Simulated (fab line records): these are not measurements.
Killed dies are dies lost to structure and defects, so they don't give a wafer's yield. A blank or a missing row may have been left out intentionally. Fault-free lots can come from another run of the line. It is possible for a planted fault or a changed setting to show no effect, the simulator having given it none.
The same fault as seen by 3 desks + flow n5_finfet + what lay behind the numbers comes last; until then each desk has only its own
Where a reading is given only as a bound, like >300, the bound stands for it, and a mean or a difference that rests on one is marked > or <: the true number lies beyond.

THE DEFECT DESK
What the inspections along the route counted, lot by lot: means of the sampled wafers that have a number. The brackets show how far a lot's mean lies from the usual mean; more than 4 standard deviations puts the lot out of limits, marked OUT.
Columns: A = raw_defect_count at N5_DUMMY_GATE_INSPECT_27, usual 303; B = raw_defect_count at N5_SPACER0_INSPECT_04, usual 143; C = raw_defect_count at N5_SD_EPI_N_INSPECT_11, usual 2; D = raw_defect_count at N5_SD_EPI_N_INSPECT_26, usual 212
| lot  | first seen here | A   | B   | C               | D   |
|------|-----------------|-----|-----|-----------------|-----|
| L104 | day 3 06:53     | 252 | 110 | 2               | 222 |
| L111 | day 4 23:13     | 441 | 192 | 2               | 226 |
| L113 | day 5 17:23     | 445 | 268 | >101 (>+66) OUT | 344 |
| L117 | day 6 12:58     | 307 | 242 | >102 (>+67) OUT | 299 |
| L122 | day 7 18:19     | 295 | 160 | 2               | 196 |
| L123 | day 8 01:07     | 366 | 157 | 2               | 223 |
| L124 | day 8 05:11     | 278 | 125 | 2               | 172 |
| L126 | day 8 16:23     | 285 | 139 | 2               | 186 |
This desk's verdict: out of limits on L113, L117, starting with L113 at day 5 18:26 (raw_defect_count at N5_SD_EPI_N_INSPECT_11). L104, L111, L122, L123, L124, L126 stayed within limits.

AT THE TOOL OWNER'S DESK: rie_si-02
The tool's own readings at N5_DUMMY_GATE_ETCH_32 (etches SiO2 in CF4, target depth 3.5 nm, time 3.9 s): means of the sampled wafers that have a number, for each lot that ran on this tool. The brackets show how far a lot's mean lies from the usual mean; more than 4 standard deviations puts the lot out of limits, marked OUT.
Columns: A = drypump_motor_current_A at N5_DUMMY_GATE_ETCH_32, usual 5.8 A; B = oes_product_au at N5_DUMMY_GATE_ETCH_32, usual 1.005 a.u.; C = throttle_valve_pct at N5_DUMMY_GATE_ETCH_32, usual 21.8 %
| lot  | first seen here | A   | B     | C    |
|------|-----------------|-----|-------|------|
| L104 | day 3 06:23     | 5.1 | 0.987 | 22.1 |
| L111 | day 4 22:44     | 5.1 | 0.996 | 21.7 |
| L113 | day 5 16:34     | 5.3 | 0.996 | 21.8 |
| L117 | day 6 12:29     | 5.3 | 1.013 | 21.8 |
This desk's verdict: no lot among the 4 shows anything out of limits.

AT THE METROLOGY DESK
Means of the sampled wafers that have a number, per lot and without regard to the tool the lot ran on: this is what the gauges read. The brackets show how far a lot's mean lies from the usual mean; more than 4 standard deviations puts the lot out of limits, marked OUT. Of its 10 readings 7 are shown: those that lie furthest out on some lot.
Columns: A = DIBL_N at N5_BEOL_M4_RC_MEAS_101, usual 36.8 mV/V; B = DIBL_P at N5_BEOL_M4_RC_MEAS_101, usual 37.1 mV/V; C = IOFF_N at N5_BEOL_M4_RC_MEAS_101, usual 0.18 nA/um; D = IOFF_P at N5_BEOL_M4_RC_MEAS_101, usual 0.23 nA/um; E = ION_N at N5_BEOL_M4_RC_MEAS_101, usual 682 uA/um; F = SS_N at N5_BEOL_M4_RC_MEAS_101, usual 71.7 mV/dec; G = VT_P at N5_BEOL_M4_RC_MEAS_101, usual -249 mV
| lot  | first seen here | A    | B    | C    | D    | E   | F    | G    |
|------|-----------------|------|------|------|------|-----|------|------|
| L104 | day 8 01:06     | 39.8 | 38.7 | 0.22 | 0.26 | 697 | 72.6 | -247 |
| L111 | day 9 22:05     | 38.8 | 37.7 | 0.20 | 0.23 | 673 | 72.2 | -249 |
| L113 | day 10 17:53    | 38.3 | 40.8 | 0.23 | 0.23 | 703 | 72.0 | -250 |
| L117 | day 11 18:45    | 37.7 | 39.9 | 0.20 | 0.25 | 702 | 72.1 | -247 |
| L122 | day 12 17:45    | 35.0 | 34.6 | 0.14 | 0.20 | 680 | 71.2 | -249 |
| L123 | day 13 06:46    | 36.5 | 36.6 | 0.18 | 0.22 | 688 | 70.8 | -249 |
| L124 | day 13 14:47    | 37.7 | 40.1 | 0.21 | 0.30 | 692 | 72.3 | -242 |
| L126 | day 13 18:50    | 37.4 | 37.3 | 0.17 | 0.23 | 683 | 71.9 | -249 |
This desk's verdict: no lot among the 8 shows anything out of limits.

PUT TOGETHER
The defect desk could have raised an alarm at day 5 18:26, on L113, L117.
The tool owner's desk saw nothing out of limits.
The metrology desk saw nothing out of limits.
The tool owner's desk has L113, L117 on record, within its limits.
The metrology desk holds a record of L113, L117, inside its limits.
N5_DUMMY_GATE_ETCH_32 was run on rie_si-02 by each of the lots named.

WHAT THE SIMULATOR HAD PUT IN
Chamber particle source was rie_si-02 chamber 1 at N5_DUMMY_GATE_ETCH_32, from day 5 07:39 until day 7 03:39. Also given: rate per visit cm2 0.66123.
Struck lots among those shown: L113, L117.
Hours from the fault's start to each desk's first reading out of limits: the defect desk, 11.
